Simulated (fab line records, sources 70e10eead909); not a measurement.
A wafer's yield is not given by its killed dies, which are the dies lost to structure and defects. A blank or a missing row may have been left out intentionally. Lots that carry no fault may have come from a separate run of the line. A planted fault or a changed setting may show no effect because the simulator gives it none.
Chamber matching    flow nandHarc    3 sister chambers for NHARC_A_CONTACT_DEP_29 on pecvd-01
The step deposits SiON, target thk 100 nm. 5 wafers are shown with their chamber, then 7 later ones without.

== EACH WAFER AND ITS CHAMBER ==
wafer   chamber  heaterPowerW (W)
L804.6  0        623
L806.2  1        849
L806.6  2        784
L809.1  1        791
L809.3  2        842

== WAFERS WITHOUT THEIR CHAMBER ==
wafer   heaterPowerW (W)
L809.5  860
L811.1  888
L811.3  756
L811.4  600
L822.1  855
L822.3  628
L822.4  616

== WHICH CHAMBER EACH WENT THROUGH ==
wafer   from the rows above           in truth
L809.5  can't be placed: 1 or 2       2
L811.1  can't be placed: 1 or 2       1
L811.3  can't be placed: 2 or 1 or 0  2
L811.4  0                             0
L822.1  can't be placed: 1 or 2       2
L822.3  0                             0
L822.4  0                             0
Placed correctly: 3 of 7. Can't be placed from these rows: 4 (the true chamber is among the candidates in 4). Wrongly placed: 0.
How it was worked out, from the rows above alone: a wafer's distance from a chamber is the root of the sum, over the readings, of the square of ((its reading less the chamber's mean) divided by the reading's scatter). If the next closest chamber is less than 2 further off than the closest, the wafer can't be placed; otherwise it belongs to the closest. A chamber's mean is the mean of its shown wafers. The scatter is the square root of a quotient: the sum, over the shown wafers, of each reading's squared deviation from its chamber's mean, divided by wafers minus chambers.
